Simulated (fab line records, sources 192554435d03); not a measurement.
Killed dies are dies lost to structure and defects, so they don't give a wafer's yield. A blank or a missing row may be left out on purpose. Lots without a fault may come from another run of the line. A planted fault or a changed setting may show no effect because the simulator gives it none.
Chamber matching | flow n5_finfet | N5_BEOL_M3_ILD_DEP_00 on pecvd-04: 3 sister chambers
The step deposits SiOC from DEMS/O2, target thk 79 nm, time 15.3 s. 24 wafers are shown with their chamber, then 12 later ones without.

WAFERS WITH THEIR CHAMBER
wafer  | chamber | throttle_valve_pct (%) | showerhead_plenum_p_Torr (Torr) | heater_power_w (W)
L074.2 | 0       | 14.6                   | 5.682                           | 524
L074.3 | 1       | 12.3                   | 5.704                           | 493
L074.5 | 2       | 11.1                   | 5.661                           | 550
L075.1 | 1       | 12.2                   | 5.694                           | 462
L075.5 | 2       | 11.1                   | 5.663                           | 486
L075.6 | 1       | 12.4                   | 5.701                           | 461
L076.1 | 2       | 10.8                   | 5.672                           | 511
L076.3 | 0       | 14.4                   | 5.688                           | 490
L076.5 | 1       | 11.9                   | 5.703                           | 486
L077.2 | 1       | 12.1                   | 5.687                           | 483
L077.5 | 0       | 14.6                   | 5.702                           | 521
L077.6 | 2       | 10.7                   | 5.672                           | 550
L079.2 | 1       | 11.9                   | 5.691                           | 514
L079.5 | 0       | 14.4                   | 5.707                           | 430
L079.6 | 2       | 10.7                   | 5.662                           | 555
L081.1 | 1       | 12.1                   | 5.680                           | 464
L081.4 | 1       | 12.1                   | 5.709                           | 469
L081.6 | 2       | 11.2                   | 5.678                           | 559
L082.1 | 1       | 12.1                   | 5.698                           | 519
L082.2 | 2       | 11.1                   | 5.685                           | 484
L082.5 | 1       | 11.7                   | 5.700                           | 411
L083.2 | 0       | 14.6                   | 5.698                           | 481
L083.5 | 0       | 14.7                   | 5.692                           | 471
L083.6 | 1       | 12.1                   | 5.692                           | 426

SIGNATURES (means of the wafers above)
reading                  | chamber 0 | chamber 1 | chamber 2 | scatter within a chamber
throttle_valve_pct       | 14.550    | 12.082    | 10.957    | 0.186
showerhead_plenum_p_Torr | 5.69483   | 5.69627   | 5.67043   | 0.0088
heater_power_w           | 486.17    | 471.64    | 527.86    | 33.5
Rule: a wafer's distance from a chamber is the root of the sum, over the readings, of the square of ((its reading less the chamber's mean) divided by the reading's scatter). The wafer belongs to the nearest chamber; if the next one is less than 2 further off, it can't be placed. The scatter: the root of (the sum of the squares of (reading less its chamber's mean) over the shown wafers, divided by (wafers less chambers)).

WAFERS WITHOUT THEIR CHAMBER
wafer  | throttle_valve_pct (%) | showerhead_plenum_p_Torr (Torr) | heater_power_w (W)
L088.1 | 12.2                   | 5.709                           | 434
L088.3 | 11.1                   | 5.665                           | 537
L088.5 | 11.1                   | 5.681                           | 542
L093.1 | 11.2                   | 5.679                           | 542
L093.4 | 12.2                   | 5.694                           | 515
L093.5 | 14.9                   | 5.676                           | 457
L096.2 | 11.0                   | 5.675                           | 507
L096.3 | 12.4                   | 5.687                           | 471
L096.6 | 12.3                   | 5.698                           | 462
L097.1 | 12.0                   | 5.692                           | 446
L097.5 | 12.3                   | 5.685                           | 465
L097.6 | 11.1                   | 5.679                           | 471

WHICH CHAMBER EACH WENT THROUGH
wafer  | from the rows above | in truth
L088.1 | 1                   | 1
L088.3 | 2                   | 2
L088.5 | 2                   | 2
L093.1 | 2                   | 2
L093.4 | 1                   | 1
L093.5 | 0                   | 0
L096.2 | 2                   | 2
L096.3 | 1                   | 1
L096.6 | 1                   | 1
L097.1 | 1                   | 1
L097.5 | 1                   | 1
L097.6 | 2                   | 2
Placed correctly: 12 of 12. Can't be placed from these rows: 0. Placed wrongly: 0.
